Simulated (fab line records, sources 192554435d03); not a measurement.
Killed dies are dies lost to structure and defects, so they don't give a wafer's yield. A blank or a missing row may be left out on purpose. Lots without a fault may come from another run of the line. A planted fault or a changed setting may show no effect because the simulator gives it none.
A struck lot beside a sound one | flow n5_finfet | 38 steps out of a route of 1938
Sound: wafers L422.1, L422.2, L422.5. Struck: wafer L429.2. (L429.6 of the same lot was not struck and is left out.) The cause comes at the end.
At each step with rows: each side's tool, then ch and its chambers, then its first start. Under that, the readings that differ: sound wafers | struck wafers | difference of the means | sigmas: that difference in standard deviations of wafers without a fault.
alike: readings whose means differ by less than 2 such deviations, and words and numbers that are the same on both sides. not compared: withheld readings, readings that some wafer has no value for, bounds like >300 that may hide the same value, and numbers for which the record gives no deviation and whose values overlap.
The two part at a step that has a row with sigmas, a row that says differs or no value, or rows on one side only. Numbers that don't overlap but have no deviation are shown without sigmas and don't part them. A reading that every wafer of one side lacks parts them only if that side has two wafers or more.

first, 9 steps without rows for these wafers: N5_BEOL_M0_ANNEAL_135 (time 60 s); N5_BEOL_M0_SPUTTER_141 (material Cu, target thk 4 nm, time 7.37 s); N5_BEOL_M0_ECD_118 (material Cu, target thk 300 nm); N5_BEOL_M0_ANNEAL_119 (time 90 s); N5_BEOL_M0_CMP_120 (polishes, stops on SiOC, t overpolish 6.9 s); N5_BEOL_M0_PRE_CLEAN_131 (time 15 s); N5_BEOL_M0_CO_CAP_123 (material Co, precursor CCTBA/H2, target thk 2 nm, time 102.1 s); N5_BEOL_M0_PRE_CLEAN_124 (time 15 s); N5_BEOL_M0_DEP_125 (deposits SiCN from 3MS/NH3, target thk 8 nm, time 14 s).
N5_BEOL_M1_ILD_DEP_00: deposits SiOC from DEMS/O2, target thk 79 nm, time 15.3 s.
  sound on pecvd-01 ch 0,2, day 7 16:39; struck on pecvd-01 ch 2, day 9 17:14
  reading                                      | sound        | struck | difference | sigmas
  model.SiOC_of_BEOL_M1_ILD_DEP_00.thk_nm (nm) | 78 77.6 79.4 | 134.2  | +55.9      |
  alike: heater_power_w, showerhead_plenum_p_Torr, throttle_valve_pct
N5_BEOL_M1_THK_MEAS_01:
  sound on film_metro-02, day 7 16:43; struck on film_metro-01, day 9 17:18
  reading         | sound          | struck | difference | sigmas
  M1_ILD_THK (nm) | 78.0 77.8 79.5 | 134.1  | +55.7      | +56
then, 24 steps without rows for these wafers: N5_BEOL_M1_PECVD_72 (deposits SiO2 from TEOS/O2, target thk 16 nm, time 18 s); N5_BEOL_M1_HM_DEP_02 (deposits TiN, target thk 20 nm); N5_BEOL_M1_COAT_61 (time 60 s, resist thk 60 nm); N5_BEOL_M1_COAT_62 (time 60 s, resist thk 12 nm); N5_BEOL_M1_COAT_73 (time 60 s, resist thk 5 nm); N5_BEOL_M1_COAT_05 (resist thk 30 nm); N5_BEOL_M1_EBR_07; N5_BEOL_M1_SOFTBAKE_06 (time 60 s); N5_BEOL_M1_EXPOSE_08 (exposes mask M1); N5_BEOL_M1_PEB_09 (peb time 60 s); N5_BEOL_M1_DEVELOP_10 (develop time 30 s); N5_BEOL_M1_DESCUM_16 (chemistry O2, time 7 s); N5_BEOL_M1_ETCH_74 (etches underlayer in N2/H2, target depth 6.5 nm, time 5.2 s); N5_BEOL_M1_ETCH_63 (etches SiARC in CF4, target depth 15.6 nm, time 26 s); N5_BEOL_M1_ETCH_64 (etches SOC in N2/H2, target depth 75 nm, overetch 15 nm, time 112.5 s); N5_BEOL_M1_STRIP_65 (strips in N2/H2); N5_BEOL_M1_STRIP_75 (strips in N2/H2); N5_BEOL_M1_STRIP_66 (strips in CF4); N5_BEOL_M1_HM_OPEN_17 (chemistry Cl2/BCl3, target TiN, target depth 20 nm, overetch 6 nm); N5_BEOL_M1_STRIP_19 (strips in O2); N5_BEOL_M1_COAT_67 (time 60 s, resist thk 60 nm); N5_BEOL_M1_COAT_68 (time 60 s, resist thk 12 nm); N5_BEOL_M1_COAT_76 (time 60 s, resist thk 5 nm); N5_BEOL_M1_COAT_22 (resist thk 30 nm).
N5_BEOL_M1_CMP_52: polishes, stops on SiOC, t overpolish 6.8 s, target thk 40 nm.
  sound on cmp-03 ch 0,3, day 8 01:00; struck on cmp-04 ch 2, day 10 11:34
  reading                                      | sound          | struck | difference | sigmas
  model.Cu_of_BEOL_M1_ECD_50.thk_nm (nm)       | 40.4 42.6 42.6 | 95.8   | +53.9      |
  model.SiOC_of_BEOL_M1_ILD_DEP_00.thk_nm (nm) | 77 76.8 78.4   | 133.2  | +55.8      |
  alike: motor_current_A, platen_rpm
N5_BEOL_M4_RC_MEAS_101:
  the record has rows for the sound wafers here (prober-02 ch 0, day 9 21:23) and none for the struck ones
-- the record jumps here: 6 days lie between the struck wafers' starts before and after (it left off in module BEOL_M4 and takes up again in module PASSIVATION, whose first step shown is number 1936 of the route) --
N5_PASSIVATION_PROBE_49:
  sound on prober-02, day 14 08:10; struck on prober-02, day 16 20:56
  reading                  | sound          | struck | difference | sigmas
  defect_limited_yield (%) | 89.1 90.6 89.8 | 0      | -90        | -64
  killed_at_M0_to_M3       | 51 45 41       | 1109   | +1063      | +97
  killed_dies              | 129 111 120    | 1180   | +1060      | +66
  killed_on_rim            | 15 9 13        | 152    | +140       | +33
  sort_bin_5_function (%)  | 6.3 5.5 6.2    | 96.4   | +90.4      | +99 or more
  sort_n_pass              | 1051 1069 1060 | 0      | -1060      | -50
  sort_yield_pct (%)       | 89.1 90.6 89.8 | 0      | -90        | -50
  alike: killed_at_M4_up, killed_at_contacts, killed_at_front_end, killed_at_other, killed_open, killed_short, sort_bin_6_memory, sort_bin_8_speed

WHERE THEY PART
First at N5_BEOL_M1_THK_MEAS_01; last, within this record, at N5_PASSIVATION_PROBE_49.

WHY: what the simulator had put in
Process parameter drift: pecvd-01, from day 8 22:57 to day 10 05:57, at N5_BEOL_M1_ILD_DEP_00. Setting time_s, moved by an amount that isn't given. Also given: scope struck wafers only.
